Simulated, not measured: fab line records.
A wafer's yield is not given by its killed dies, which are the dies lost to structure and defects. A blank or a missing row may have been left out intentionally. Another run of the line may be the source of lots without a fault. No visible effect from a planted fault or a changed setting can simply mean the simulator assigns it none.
fab line records	flow n5_finfet
[record] lots = 10	wafers = 30	last_day = 19
route steps=1938 shown BEOL_M1@828 BEOL_M2@843 BEOL_M4@1111 PASSIVATION@1936
lots with no fault: from the same line, run without faults
start_h: the number of hours between the record's first day and the start of the first shown wafer of the lot	wait_h: how many hours have passed since the lot's step before this one	" same as the row above	L1.1+2: a row that stands for several wafers	- either no value or no given start	* or withheld: withheld	< > ~ a bound
route shown NAME@n: a module of which the file shows steps, and the number in the route of the first	usual: mean/standard deviation of fault-free wafers	same: alike in all rows	chamber/n: place in a boat	sites: each site's reading	_std_site: standard deviation of those values	_edge_site: the outer-site mean with the inner-site mean subtracted	radius_mm: for every site, how far away it sits from the centre of the wafer	mask NAME#n: copy n	behind: the most recent tool/chamber to have shaped the wafer	hold: why the lot was held/for how many hours/how that ended	device: the transistor (n, p or np) that didn't switch	end of line: tests of these same wafers at the route's end	where a step has no rows: the recipe by itself	killed: the dies lost at the first sort to structure and to defects; this is not the yield of the wafer	map: the dies of a wafer, with x for killed, . for not killed, _ for no die there
set.NAME: setting as actually run; set.NAME@STEP: the setting as run at that earlier step	model.NAME: the simulator's own value behind a step, which no gauge read
one table for each step of the route and one row for each wafer, over a sample of lots
services: the hour from which a tool's chamber was out of use, counted from the record's first day as start_h (under 0 if before that day), plus the number of hours and why
[[steps]]
[step N5_BEOL_M1_SPUTTER_94]
[recipe] material = Cu	target_thk_a = 45	temp_c = -20	chamber_pressure_pa = 0.07	power_w = withheld	time_s = 8.29
[usual] throttle_valve_pct = 29.3/1
[same] time_s = 8.29
lot.wafer	tool	chamber	start_h	wait_h	throttle_valve_pct
L462.1	pvd_sputter-02	-	141.40	0.1	28.2
L462.2	"	-	"	"	30.2
L462.6	"	-	"	"	30.4
L463.2	pvd_sputter-02	-	150.40	0.1	30.1
L463.3	"	-	"	"	30.7
L463.5	"	-	"	"	30.3
L464.3	pvd_sputter-03	-	150.59	0.1	29.4
L464.4	"	-	"	"	30.1
L464.5	"	-	"	"	29.2
L466.3	pvd_sputter-01	-	155.47	0.1	28.5
L466.4	"	-	"	"	30.1
L466.6	"	-	"	"	28.4
L465.2	pvd_sputter-02	-	155.66	0.1	28.3
L465.3	"	-	"	"	30.6
L465.5	"	-	"	"	26.7
L467.1	pvd_sputter-02	-	162.15	0.1	30.5
L467.3	"	-	"	"	30.5
L467.4	"	-	"	"	28.6
L470.1	pvd_sputter-01	-	190.45	0.1	28.2
L470.2	"	-	"	"	30.2
L470.4	"	-	"	"	28.7
L480.1	pvd_sputter-01	-	234.20	0.1	29.9
L480.2	"	-	"	"	28.4
L480.3	"	-	"	"	28.7
L483.3	pvd_sputter-02	-	262.98	0.1	30.6
L483.4	"	-	"	"	28.6
L483.5	"	-	"	"	30.3
L485.2	pvd_sputter-01	-	265.64	0.1	28.7
L485.4	"	-	"	"	30.1
L485.6	"	-	"	"	29.9
[step N5_BEOL_M1_PRE_CLEAN_60]
[recipe] gas = NH3/H2	time_s = 15	temp_c = *	rf_power_w = 300
[usual] heater_power_w = 94/22
[same] time_s = 15
lot.wafer	tool	chamber	start_h	wait_h	heater_power_w	since_wet_clean_h
L462.1	cvd_co-02	0	142.45	0.0	100	902
L462.2	"	2	"	"	77	443
L462.6	"	0	"	"	96	-
L463.2	cvd_co-01	1	151.46	0.0	103	1130
L463.3	"	0	"	"	89	693
L463.5	"	1	"	"	102	-
L464.3	cvd_co-02	1	151.65	0.0	122	2
L464.4	"	1	"	"	122	-
L464.5	"	0	"	"	100	-
L466.3	cvd_co-02	0	156.52	0.0	98	917
L466.4	"	2	"	"	78	-
L466.6	"	1	"	"	123	-
L465.2	cvd_co-01	0	156.72	0.0	89	698
L465.3	"	2	"	"	50	239
L465.5	"	2	"	"	51	-
L467.1	cvd_co-01	2	163.19	0.0	50	245
L467.3	"	0	"	"	86	705
L467.4	"	0	"	"	89	-
L470.1	cvd_co-01	0	191.51	0.0	88	733
L470.2	"	2	"	"	50	274
L470.4	"	2	"	"	50	-
L480.1	cvd_co-02	1	235.25	0.0	124	86
L480.2	"	2	"	"	81	536
L480.3	"	0	"	"	99	995
L483.3	cvd_co-02	1	264.11	0.1	126	115
L483.4	"	1	"	"	127	-
L483.5	"	0	"	"	98	-
L485.2	cvd_co-02	2	266.69	0.0	81	567
L485.4	"	2	"	"	80	-
L485.6	"	0	"	"	102	-
[step N5_BEOL_M1_RS_MEAS_58]
[recipe] thk_meas_gauge = four-point-probe	reads = Co_of_BEOL_M1_CO_CAP_55+Cu_of_BEOL_M1_ECD_50+Co_of_BEOL_M1_CVD_47+TaN_of_BEOL_M1_ALD_84
[usual] M1_RS = 0.66/0.037
lot.wafer	tool	chamber	start_h	wait_h	M1_RS[ohm/sq]
L462.1	film_metro-01	-	142.72	0.0	0.67
L462.2	"	-	"	"	0.69
L462.6	"	-	"	"	0.70
L463.2	film_metro-02	-	151.69	0.1	0.71
L463.3	"	-	"	"	0.67
L463.5	"	-	"	"	0.67
L464.3	film_metro-01	-	151.87	0.1	0.71
L464.4	"	-	"	"	0.67
L464.5	"	-	"	"	0.63
L466.3	film_metro-01	-	156.74	0.1	0.68
L466.4	"	-	"	"	0.64
L466.6	"	-	"	"	0.68
L465.2	film_metro-01	-	156.95	0.1	0.65
L465.3	"	-	"	"	0.71
L465.5	"	-	"	"	0.60
L467.1	film_metro-01	-	163.42	0.0	0.71
L467.3	"	-	"	"	0.66
L467.4	"	-	"	"	0.69
L470.1	film_metro-02	-	191.73	0.0	0.63
L470.2	"	-	"	"	0.63
L470.4	"	-	"	"	0.61
L480.1	film_metro-02	-	235.47	0.0	0.62
L480.2	"	-	"	"	0.64
L480.3	"	-	"	"	0.65
L483.3	film_metro-01	-	264.34	0.1	0.65
L483.4	"	-	"	"	0.61
L483.5	"	-	"	"	0.63
L485.2	film_metro-02	-	266.91	0.1	0.63
L485.4	"	-	"	"	0.61
L485.6	"	-	"	"	0.62
[step N5_BEOL_M1_INSPECT_59]
[recipe] inspect_instrument = darkfield	mode = post_dep
[usual] raw_defect_count = 73/21
lot.wafer	tool	chamber	start_h	wait_h	raw_defect_count
L462.1	defect_inspect-02	-	142.75	0.0	79
L462.2	"	-	"	"	76
L462.6	"	-	"	"	94
L463.2	defect_inspect-02	-	151.71	0.0	56
L463.3	"	-	"	"	49
L463.5	"	-	"	"	39
L464.3	defect_inspect-02	-	151.90	0.0	54
L464.4	"	-	"	"	90
L464.5	"	-	"	"	79
L466.3	defect_inspect-01	-	156.77	0.0	49
L466.4	"	-	"	"	41
L466.6	"	-	"	"	49
L465.2	defect_inspect-01	-	156.97	0.0	96
L465.3	"	-	"	"	120
L465.5	"	-	"	"	155
L467.1	defect_inspect-01	-	163.44	0.0	56
L467.3	"	-	"	"	84
L467.4	"	-	"	"	116
L470.1	defect_inspect-02	-	191.76	0.0	331
L470.2	"	-	"	"	88
L470.4	"	-	"	"	91
L480.1	defect_inspect-02	-	235.49	0.0	79
L480.2	"	-	"	"	59
L480.3	"	-	"	"	50
L483.3	defect_inspect-01	-	264.36	0.0	73
L483.4	"	-	"	"	85
L483.5	"	-	"	"	88
L485.2	defect_inspect-02	-	266.94	0.0	84
L485.4	"	-	"	"	83
L485.6	"	-	"	"	106
[step N5_BEOL_M2_PECVD_72]
[recipe] material = SiO2	target_thk_a = 160	temp_c = 400	precursor = TEOS/O2	pressure_torr = 5.5	rf_w = 450	teos_flow_sccm = 53.8	gas = O2	flow_sccm = 3000	time_s = 18
[usual] heater_power_w = 747/110	showerhead_plenum_p_Torr = 8.78/0.034	throttle_valve_pct = 22.7/1.3
[same] time_s = 18
lot.wafer	tool	chamber	start_h	wait_h	heater_power_w	showerhead_plenum_p_Torr	since_wet_clean_h	throttle_valve_pct
L462.1	pecvd-03	2	142.89	0.0	865	8.84	93	21.7
L462.2	"	0	"	"	653	8.76	847	22.3
L462.6	"	2	"	"	837	8.82	-	21.3
L463.2	pecvd-03	1	151.85	0.0	802	8.79	1581	24.0
L463.3	"	0	"	"	704	8.75	856	22.1
L463.5	"	0	"	"	674	8.76	-	22.1
L464.3	pecvd-03	2	152.04	0.0	818	8.81	102	21.6
L464.4	"	1	"	"	824	8.80	-	23.7
L464.5	"	0	"	"	578	8.76	-	22.2
L466.3	pecvd-01	2	156.91	0.0	848	8.79	288	22.0
L466.4	"	2	"	"	844	8.79	-	21.6
L466.6	"	0	"	"	681	8.74	-	21.3
L465.2	pecvd-03	1	157.11	0.0	893	8.81	1586	24.2
L465.3	"	2	"	"	826	8.79	107	21.7
L465.5	"	1	"	"	892	8.79	-	23.7
L467.1	pecvd-01	1	163.58	0.0	808	8.83	1774	25.3
L467.3	"	2	"	"	773	8.79	295	21.4
L467.4	"	2	"	"	774	8.79	-	21.8
L470.1	pecvd-02	1	191.90	0.0	711	8.76	1440	21.9
L470.2	"	0	"	"	484	8.73	715	23.1
L470.4	"	2	"	"	716	8.74	-	22.5
L480.1	pecvd-03	2	235.64	0.0	835	8.83	186	22.0
L480.2	"	1	"	"	852	8.81	1665	24.0
L480.3	"	0	"	"	570	8.75	940	22.5
L483.3	pecvd-03	2	264.50	0.0	716	8.81	214	21.8
L483.4	"	1	"	"	889	8.81	-	23.9
L483.5	"	2	"	"	718	8.81	-	21.8
L485.2	pecvd-02	2	267.08	0.0	836	8.69	36	21.4
L485.4	"	2	"	"	824	8.72	-	21.6
L485.6	"	1	"	"	691	8.76	-	21.9
[step N5_BEOL_M4_RC_MEAS_101]
[usual] DIBL_N = 36.8/1.9	DIBL_P = 36.5/2.1	IOFF_N = 0.17/0.038	IOFF_P = 0.22/0.039	ION_N = 675/12	ION_P = 463/7.4	SS_N = 71.6/0.71	SS_P = 73.4/0.72	VT_N = 249/3.3	VT_P = -250/3.3
lot.wafer	tool	chamber	start_h	wait_h	DIBL_N[mV/V]	DIBL_P[mV/V]	IOFF_N[nA/um]	IOFF_P[nA/um]	ION_N[uA/um]	ION_P[uA/um]	SS_N[mV/dec]	SS_P[mV/dec]	VT_N[mV]	VT_P[mV]
L462.1	prober-01	0	176.42	0.0	34.7	34.3	0.12	0.16	657	453	71.0	72.6	251	-256
L462.2	"	0	"	"	39.9	40.0	0.21	0.24	680	459	72.7	74.3	249	-252
L462.6	"	0	"	"	35.7	34.5	0.12	0.16	656	450	70.9	72.9	252	-256
L463.2	prober-01	0	187.86	0.2	35.5	34.9	0.16	0.21	679	461	71.2	73.1	246	-249
L463.3	"	0	"	"	37.5	37.1	0.19	0.25	686	467	71.8	72.9	245	-244
L463.5	"	0	"	"	36.2	35.7	0.16	0.21	690	466	71.1	73.1	247	-245
L464.3	prober-02	0	195.06	0.3	37.8	37.4	0.19	0.25	672	461	71.9	73.3	248	-249
L464.4	"	0	"	"	36.4	36.3	0.17	0.23	678	465	71.3	73.2	248	-247
L464.5	"	0	"	"	37.7	38.7	0.19	0.27	684	472	71.3	73.7	242	-244
L465.2	prober-01	0	195.36	0.2	34.4	35.3	0.14	0.19	671	453	70.9	73.0	250	-252
L465.3	"	0	"	"	33.6	34.6	0.13	0.18	657	455	71.0	72.9	252	-251
L465.5	"	0	"	"	34.9	35.1	0.15	0.19	670	455	70.8	73.9	253	-251
L466.3	prober-01	0	197.22	0.3	34.9	33.1	0.12	0.15	653	449	71.0	72.1	254	-257
L466.4	"	0	"	"	35.7	34.4	0.13	0.16	665	455	71.1	72.6	255	-255
L466.6	"	0	"	"	32.1	30.7	0.10	0.13	645	447	70.5	72.0	255	-255
L467.1	prober-02	0	203.56	0.0	40.9	40.5	0.23	0.29	690	470	72.9	75.1	247	-247
L467.3	"	0	"	"	39.9	40.0	0.24	0.31	705	486	72.0	74.4	241	-244
L467.4	"	0	"	"	36.8	35.5	0.16	0.21	678	468	70.9	73.7	249	-250
L470.1	prober-02	0	235.10	0.0	39.0	39.6	0.23	0.31	690	478	72.3	73.2	242	-245
L470.2	"	0	"	"	38.3	36.4	0.20	0.22	682	459	71.7	72.7	248	-250
L470.4	"	0	"	"	37.9	38.0	0.19	0.25	688	473	71.8	73.6	246	-247
L480.1	prober-01	0	313.53	0.0	41.5	43.1	0.26	0.28	693	473	73.3	75.2	244	-251
L480.2	"	0	"	"	37.3	37.8	0.15	0.19	673	458	71.5	74.0	253	-255
L480.3	"	0	"	"	36.6	36.4	0.14	0.17	672	455	71.4	73.0	254	-256
L485.2	prober-01	0	333.07	0.2	36.3	35.6	0.14	0.21	661	463	71.8	72.3	252	-248
L485.4	"	0	"	"	36.0	34.3	0.12	0.19	661	462	70.5	72.2	254	-251
L485.6	"	0	"	"	35.1	33.1	0.12	0.18	654	457	70.5	72.3	254	-250
L483.3	prober-01	0	338.31	0.3	36.0	36.2	0.15	0.20	674	460	71.2	72.9	249	-252
L483.4	"	0	"	"	39.1	39.6	0.19	0.25	679	459	72.2	74.1	246	-249
L483.5	"	0	"	"	37.1	37.7	0.17	0.24	675	464	72.1	73.0	249	-252
[step N5_PASSIVATION_PROBE_49]
[usual] defect_limited_yield = 91.3/1.4	killed_at_M0_to_M3 = 33/11	killed_at_M4_up = 15/6.2	killed_at_contacts = 13/6.5	killed_at_front_end = 38/11	killed_at_other = 3.4/2.6	killed_dies = 102/17	killed_on_rim = 13/4.1	killed_open = 67/12	killed_short = 34/7.9	sort_bin_4_leakage = 0.00/0.022	sort_bin_5_function = 5.1/0.88	sort_bin_6_memory = 3.3/0.65	sort_n_pass = 1078/17	sort_yield_pct = 91.3/1.4
[same] gross_dies = 1180	killed_at_back_side = 0	sort_bin_8_speed[%] = 0
lot.wafer	tool	chamber	start_h	wait_h	defect_limited_yield[%]	killed_at_M0_to_M3	killed_at_M4_up	killed_at_contacts	killed_at_front_end	killed_at_other	killed_dies	killed_on_rim	killed_open	killed_short	sort_bin_4_leakage[%]	sort_bin_5_function[%]	sort_bin_6_memory[%]	sort_n_pass	sort_yield_pct[%]
L470.1	prober-02	-	340.37	0.0	83.1	111	24	12	43	9	199	28	81	39	0	10.9	4.8	981	83.1
L470.2	prober-02	-	340.42	0.1	90.3	39	18	14	39	5	115	17	82	30	0	5.5	4.0	1065	90.3
L470.4	prober-02	-	340.52	0.2	90.1	37	8	14	49	9	117	12	63	51	0	5.9	3.1	1063	90.1
// killed by level:class
L470.1 BEOL_M1:unspecified=79 BEOL_M4:geometric_particle:open=14 STI_FIN_REVEAL:geometric_particle:open=11 MOL_CONTACT_COAG:geometric_particle:open=10 FIN_SAQP:geometric_particle:open=9 GATE_CUT:geometric_particle:short=7 BEOL_M0_SAQP:geometric_particle:open=6 BEOL_M0_SAQP:geometric_particle:short=6
L470.2 MOL_CONTACT_COAG:geometric_particle:open=12 BEOL_M2:geometric_particle:open=12 FIN_SAQP:geometric_particle:open=11 BEOL_M3:geometric_particle:open=11 FIN_SAQP:geometric_particle:short=10 BEOL_M4:geometric_particle:open=8 BEOL_M0_SAQP:geometric_particle:short=6 BEOL_M0_SAQP:geometric_particle:open=6
L470.4 FIN_SAQP:geometric_particle:short=17 FIN_SAQP:geometric_particle:open=13 BEOL_M0_SAQP:geometric_particle:short=9 MOL_CONTACT_COAG:geometric_particle:open=8 BEOL_M3:geometric_particle:open=8 MOL_CONTACT_COAG:geometric_particle:short=6 BEOL_M0_SAQP:geometric_particle:open=6 BEOL_M5:geometric_particle:open=6
[[services]]
tool	chamber	start_h	hours	kind
pvd_sputter-03	-	120.94	3.7	repair
pvd_sputter-01	-	121.58	6.0	repair
cvd_co-02	1	127.53	-	clean
cvd_co-02	1	127.53	22.0	scheduled_down
cvd_co-02	1	127.53	22.0	vent_cycle
pecvd-03	-	130.46	0.9	repair
pvd_sputter-01	-	130.92	7.7	repair
cvd_co-02	2	184.98	28.7	repair
pecvd-02	0	192.04	5.5	scheduled_down
pecvd-01	0	201.42	29.6	repair
pecvd-03	1	202.03	5.5	scheduled_down
pecvd-02	2	202.38	-	clean
pecvd-02	2	202.38	-	consumable_replace:showerhead
pecvd-02	2	202.38	29.0	scheduled_down
pecvd-02	2	202.38	29.0	vent_cycle
cvd_co-02	-	235.74	1.7	repair
pecvd-02	2	238.08	2.1	scheduled_down
pecvd-02	-	247.82	2.8	pm
pecvd-02	0	251.36	2.1	scheduled_down
[[key]]
[first_sign] step = N5_BEOL_M1_INSPECT_59	reading = raw_defect_count	direction = up	sigmas = 12	usual = 73	struck = 331
[effect] step = N5_PASSIVATION_PROBE_49	reading = killed_at_M0_to_M3	direction = up	sigmas = 7.4	usual = 33	struck = 111
[more_kills_born_at] N5_BEOL_M1_PRE_CLEAN_60@cvd_co-01 = 79
met_at N5_BEOL_M1_PRE_CLEAN_60
struck_lots L470
struck_wafers L470.1
not_acting_at N5_BEOL_M1_SPUTTER_94,N5_BEOL_M1_RS_MEAS_58,N5_BEOL_M2_PECVD_72
onset_between 163.19 191.51
[fault] kind = chamber_particle_source	tool = cvd_co-01	chamber = 0	onset_h = 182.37	steps = N5_BEOL_M1_PRE_CLEAN_60	rate_per_visit_cm2 = 0.48302	end_h = 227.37
